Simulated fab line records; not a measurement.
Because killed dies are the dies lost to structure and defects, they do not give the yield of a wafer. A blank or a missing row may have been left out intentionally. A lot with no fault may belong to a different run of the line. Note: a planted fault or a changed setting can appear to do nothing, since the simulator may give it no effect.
A lot that was struck, set against a sound lot -- flow n5_finfet -- 24 steps out of a route of 1938
Sound: wafers L266.1, L266.4, L266.5. Struck: wafer L269.6 (L269.2, L269.3, from the same lot, were not struck and are left out); the cause is given at the end.
Each step with rows lists, per side, the tool, then ch with its chambers, then its first start. Under that, the readings that differ: sound wafers -- struck wafers -- difference of the means -- sigmas: that difference in standard deviations of wafers without a fault.
alike: a reading whose means differ by less than 2 such deviations, as well as words and numbers matching on both sides. not compared: withheld readings; readings where some wafer has no value; bounds like >300 that might hide an equal value; numbers whose values overlap and for which the record gives no deviation.
A row with sigmas, a row that says differs or no value, or rows on one side alone: a step with any of these is where the two part. Non-overlapping numbers with no deviation appear without sigmas and do not part them. A reading that every wafer of one side lacks parts them only if that side has two wafers or more.

first, 9 steps without rows for these wafers: N5_BEOL_M5_ANNEAL_89 (time 1800 s); N5_BEOL_M5_SPUTTER_90 (material Cu, target thk 4.5 nm, time 8.29 s); N5_BEOL_M5_ECD_50 (material Cu, target thk 300 nm); N5_BEOL_M5_ANNEAL_51 (time 90 s); N5_BEOL_M5_CMP_52 (polishes, stops on SiCOH lowk, t overpolish 6.9 s, target thk 62 nm); N5_BEOL_M5_PRE_CLEAN_77 (time 15 s); N5_BEOL_M5_CO_CAP_78 (material Co, precursor CCTBA/H2, target thk 2 nm, time 102.1 s); N5_BEOL_M5_PRE_CLEAN_55 (time 15 s); N5_BEOL_M5_DEP_56 (deposits SiCN from 3MS/NH3, target thk 8 nm, time 14 s).
N5_BEOL_M6_ILD_DEP_00: deposits SiCOH lowk from DEMS/porogen, target thk 179.75 nm, time 33.4 s.
  sound on pecvd-01 ch 0,1,2, day 11 00:07; struck on pecvd-01 ch 0, day 11 15:08
reading,sound,struck,difference,sigmas
showerhead_plenum_p_Torr (Torr),5.766 5.751 5.744,5.784,+0.030,+2
  alike: heater_power_w, throttle_valve_pct
then, 11 steps without rows for these wafers: N5_BEOL_M6_CURE_74 (cures SiCOH lowk, time 240 s); N5_BEOL_M6_PECVD_70 (deposits SiO2 from TEOS/O2, target thk 20 nm, time 22.7 s); N5_BEOL_M6_HM_DEP_02 (deposits TiN, target thk 20 nm); N5_BEOL_M6_COAT_59 (time 60 s, resist thk 100 nm); N5_BEOL_M6_COAT_60 (time 60 s, resist thk 35 nm); N5_BEOL_M6_COAT_05 (resist thk 90 nm); N5_BEOL_M6_EBR_07; N5_BEOL_M6_SOFTBAKE_06 (time 60 s); N5_BEOL_M6_EXPOSE_08 (exposes mask M6); N5_BEOL_M6_PEB_09 (peb time 60 s); N5_BEOL_M6_DEVELOP_10 (develop time 30 s).
N5_BEOL_M6_INSPECT_13: inspects for defects (brightfield).
  sound on defect_inspect-02, day 11 02:25; struck on defect_inspect-02, day 11 18:10
reading,sound,struck,difference,sigmas
raw_defect_count,290 379 382,1091,+741,+9
then, 1 step without rows for these wafers: N5_BEOL_M6_DESCUM_16 (chemistry O2, time 7.9 s).
-- record jumps: 4 days separate the struck wafers' starts on either side; left off in module BEOL_M6, taken up again in module PASSIVATION, whose first shown step is the route's number 1936 --
N5_PASSIVATION_PROBE_49:
  sound on prober-01, day 14 14:22; struck on prober-01, day 15 18:32
reading,sound,struck,difference,sigmas
defect_limited_yield (%),93.2 89.8 93.1,80.8,-11.2,-8
killed_at_M4_up,8 5 8,146,+139,+30
killed_dies,80 120 81,227,+133,+8
sort_bin_5_function (%),4.1 5.2 3.8,11.9,+7.5,+8
sort_bin_6_memory (%),2.7 4.5 3.0,4.7,+1.3,+2
sort_n_pass,1100 1060 1099,953,-133,-8
sort_yield_pct (%),93.2 89.8 93.1,80.8,-11.2,-8
  alike: killed_at_M0_to_M3, killed_at_contacts, killed_at_front_end, killed_at_other, killed_open, killed_short

WHERE THEY PART
At N5_BEOL_M6_ILD_DEP_00 first; at N5_PASSIVATION_PROBE_49 last (within this record only).

WHY: the cause the simulator had injected
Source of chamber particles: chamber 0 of pecvd-01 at N5_BEOL_M6_ILD_DEP_00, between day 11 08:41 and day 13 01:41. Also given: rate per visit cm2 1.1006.
